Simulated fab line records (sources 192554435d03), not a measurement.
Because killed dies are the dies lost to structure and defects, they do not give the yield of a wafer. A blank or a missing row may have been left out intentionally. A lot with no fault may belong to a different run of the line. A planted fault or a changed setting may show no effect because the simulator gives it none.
Which tool was responsible? | flow n5Finfet | 30 wafers from 10 lots sampled at 5 of the route's 1938 steps

## WHAT EACH GAUGE READ, for each wafer
N5_BEOL_M10_THK_MEAS_01. Usual: M10_ILD_THK typically reads 270 nm, with standard deviation 3.8.
lot  | measured     | on           | M10_ILD_THK (nm) | flag
L196 | day 9 11:01  | filmMetro-02 | 268 266 271      | 
L198 | day 9 21:49  | filmMetro-02 | 269 269 277      | 
L197 | day 10 01:53 | filmMetro-01 | 269 273 279      | 
L199 | day 10 10:23 | filmMetro-02 | 265 270 268      | 
L200 | day 10 18:23 | filmMetro-02 | 273 275 274      | 
L204 | day 11 22:33 | filmMetro-02 | 266 272 268      | 
L206 | day 12 08:54 | filmMetro-01 | 264 268 271      | 
L207 | day 13 01:45 | filmMetro-02 | 270 276 269      | 
L213 | day 14 04:24 | filmMetro-01 | 268 274 274      | 
L215 | day 14 16:52 | filmMetro-01 | 261 266 272      | 

## WHICH TOOL RAN EACH LOT (tool, then ch and the chambers of the sampled wafers, then the start)
lot  | N5_BEOL_M9_ETCH_65                | N5_BEOL_M9_VIA_ETCH_34            | N5_BEOL_M9_ECD_50             | N5_BEOL_M9_CMP_52
L196 | rieDiel-01 ch 0,1,2, day 9 07:31  | rieDiel-01 ch 0,1,2, day 9 07:38  | ecdCu-01 ch 0,1, day 9 09:32  | cmp-02 ch 1,2, day 9 09:54
L198 | rieDiel-01 ch 0,1, day 9 18:05    | rieDiel-01 ch 0,1, day 9 18:13    | ecdCu-02 ch 0,1, day 9 20:17  | cmp-04 ch 0,2, day 9 20:44
L197 | rieDiel-01 ch 0,1,2, day 9 22:26  | rieDiel-01 ch 0,1,2, day 9 22:34  | ecdCu-01 ch 0,1, day 10 00:20 | cmp-01 ch 0,1,2, day 10 00:50
L199 | rieDiel-03 ch 0,1,2, day 10 06:56 | rieDiel-03 ch 0,1,2, day 10 07:04 | ecdCu-02 ch 0,1, day 10 08:48 | cmp-04 ch 0,2,3, day 10 09:16
L200 | rieDiel-03 ch 0,1,3, day 10 14:41 | rieDiel-03 ch 0,1,3, day 10 14:49 | ecdCu-02 ch 0,1, day 10 16:46 | cmp-04 ch 0,3, day 10 17:19
L204 | rieDiel-03 ch 0,1,3, day 11 17:50 | rieDiel-03 ch 0,1,3, day 11 17:58 | ecdCu-02 ch 0,1, day 11 20:28 | cmp-01 ch 0,1, day 11 21:23
L206 | rieDiel-03 ch 0,2, day 12 04:57   | rieDiel-03 ch 0,2, day 12 05:05   | ecdCu-02 ch 0,1, day 12 06:50 | cmp-04 ch 0,2,3, day 12 07:53
L207 | rieDiel-01 ch 1,2,3, day 12 21:19 | rieDiel-01 ch 1,2,3, day 12 21:28 | ecdCu-01 ch 0,1, day 12 23:32 | cmp-02 ch 0,2,3, day 13 00:43
L213 | rieDiel-03 ch 1,2,3, day 14 00:38 | rieDiel-03 ch 1,2,3, day 14 00:46 | ecdCu-01 ch 0,1, day 14 02:37 | cmp-02 ch 0,1,3, day 14 03:19
L215 | rieDiel-01 ch 1,3, day 14 12:50   | rieDiel-01 ch 1,3, day 14 12:58   | ecdCu-02 ch 0,1, day 14 14:54 | cmp-02 ch 0,2, day 14 15:20
- N5_BEOL_M9_ETCH_65: etches SiARC in CF4, target depth 15.6 nm, time 26 s.
- N5_BEOL_M9_VIA_ETCH_34: etches SiCOH lowk in C4F6/O2, target depth 182.4 nm, time 68.4 s.
- N5_BEOL_M9_ECD_50: material Cu, target thk 318 nm.
- N5_BEOL_M9_CMP_52: polishes, stops on SiCOH lowk, t overpolish 7 s, target thk 140 nm.

## WHAT THE TOOLS THEMSELVES READ (means of the sampled wafers that have a number; where no wafer has one, the mark that the record gives instead)
N5_BEOL_M9_ETCH_65. Usual: drypumpMotorCurrentA 5.8 A, standard deviation 0.44; etchRfOnTimeS 25.9 s, standard deviation 0.84; oesProductAu 0.66 a.u., standard deviation 0.076; rfVppV 184.0 V, standard deviation 1.3; showerheadPlenumPTorr 2.13 Torr, standard deviation 0.082; throttleValvePct 15.71 %, standard deviation 0.26.
lot  | tool       | drypumpMotorCurrentA (A) | etchRfOnTimeS (s) | oesProductAu (a.u.) | rfVppV (V) | showerheadPlenumPTorr (Torr) | throttleValvePct (%) | flag
L196 | rieDiel-01 | 5.5                      | 26.5              | 0.68                | 184.2      | 2.18                         | 15.75                | 
L198 | rieDiel-01 | 5.5                      | 26.2              | 0.67                | 183.7      | 2.15                         | 15.84                | 
L197 | rieDiel-01 | 5.5                      | 26.5              | 0.67                | 184.7      | 2.17                         | 15.76                | 
L199 | rieDiel-03 | 6.2                      | 26.8              | 0.60                | 184.6      | 2.16                         | 15.97                | 
L200 | rieDiel-03 | 6.1                      | 25.9              | 0.62                | 184.0      | 2.11                         | 15.75                | 
L204 | rieDiel-03 | 6.1                      | 25.9              | 0.62                | 183.1      | 2.10                         | 15.77                | 
L206 | rieDiel-03 | 6.0                      | 27.6              | 0.58                | 185.5      | 2.22                         | 15.99                | 
L207 | rieDiel-01 | 5.4                      | 25.8              | 0.67                | 185.0      | 2.18                         | 15.83                | 
L213 | rieDiel-03 | 6.3                      | 26.9              | 0.58                | 183.1      | 2.10                         | 15.80                | 
L215 | rieDiel-01 | 5.5                      | 25.5              | 0.71                | 183.7      | 2.17                         | 15.79                | 

N5_BEOL_M9_VIA_ETCH_34. Usual: drypumpMotorCurrentA 5.8 A, standard deviation 0.44; oesProductAu 0.77 a.u., standard deviation 0.09; rfVppV 661 V, standard deviation 19; showerheadPlenumPTorr 2.84 Torr, standard deviation 0.11; throttleValvePct 21.04 %, standard deviation 0.22.
lot  | tool       | drypumpMotorCurrentA (A) | oesProductAu (a.u.) | rfVppV (V) | showerheadPlenumPTorr (Torr) | throttleValvePct (%) | flag
L196 | rieDiel-01 | 5.5                      | 0.79                | 660        | 2.90                         | 21.08                | 
L198 | rieDiel-01 | 5.5                      | 0.77                | 651        | 2.86                         | 21.15                | 
L197 | rieDiel-01 | 5.5                      | 0.78                | 660        | 2.90                         | 21.08                | 
L199 | rieDiel-03 | 6.3                      | 0.70                | 683        | 2.86                         | 21.19                | 
L200 | rieDiel-03 | 6.1                      | 0.74                | 663        | 2.82                         | 21.11                | 
L204 | rieDiel-03 | 6.1                      | 0.73                | 664        | 2.81                         | 21.12                | 
L206 | rieDiel-03 | 6.0                      | 0.69                | 702        | 2.93                         | 21.13                | 
L207 | rieDiel-01 | 5.4                      | 0.78                | 664        | 2.89                         | 21.13                | 
L213 | rieDiel-03 | 6.3                      | 0.69                | 674        | 2.80                         | 21.08                | 
L215 | rieDiel-01 | 5.5                      | 0.82                | 656        | 2.88                         | 21.12                | 

N5_BEOL_M9_CMP_52. Usual: barrierFieldEndpointS 28.7 s, standard deviation 0.93; motorCurrentA 6.0 A, standard deviation 0.73; overpolishRunS 7.001 s, standard deviation 0.0086; slurryFilterDpKPa 13.52 kPa, standard deviation 0.14; timeToEndpointS 65 s, standard deviation 4.2.
lot  | tool   | barrierFieldEndpointS (s) | motorCurrentA (A) | overpolishRunS (s) | slurryFilterDpKPa (kPa) | timeToEndpointS (s) | flag
L196 | cmp-02 | 28.9                      | 6.1               | 6.999              | 13.57                   | 65                  | 
L198 | cmp-04 | 30.1                      | 6.0               | 6.999              | 13.48                   | 68                  | 
L197 | cmp-01 | 29.8                      | 5.9               | 6.999              | 13.59                   | 65                  | 
L199 | cmp-04 | 28.0                      | 6.2               | 7.002              | 13.39                   | 62                  | 
L200 | cmp-04 | 28.8                      | 6.3               | 7.003              | 13.51                   | 60                  | 
L204 | cmp-01 | 28.8                      | 5.7               | 7.007              | 13.49                   | 68                  | 
L206 | cmp-04 | 28.1                      | 6.1               | 7.007              | 13.48                   | 122                 | OFF
L207 | cmp-02 | 29.4                      | 5.6               | 6.996              | 13.69                   | 134                 | OFF
L213 | cmp-02 | 28.4                      | 6.4               | 7.011              | 13.58                   | 128                 | OFF
L215 | cmp-02 | 27.9                      | 5.0               | 7.003              | 13.61                   | 63                  | 

## THE ANSWER, worked out from the rows above alone
Rule: take the mean of a lot's wafers that have a number; if it is more than 3 standard deviations from the usual mean, the lot is off. Also off: a lot with no number at a reading for which 4 or more lots have one. The other lots that the step has rows for count as sound. After the gauges, taken in route order, come the tools' own readings; for these a lot's mean is taken, as printed above. The first step at which some lot is off is used, and at that step the reading that is off furthest; a lot without a number counts as furthest.
Off at N5_BEOL_M9_CMP_52 (timeToEndpointS): L206, L207, L213.
If a tool, at that step or one of the process steps before it, ran each lot that is off and ran no sound lot following the first of them, it fits. Not one of the candidates tried fits.

## WHAT THE SIMULATOR HAD INSERTED
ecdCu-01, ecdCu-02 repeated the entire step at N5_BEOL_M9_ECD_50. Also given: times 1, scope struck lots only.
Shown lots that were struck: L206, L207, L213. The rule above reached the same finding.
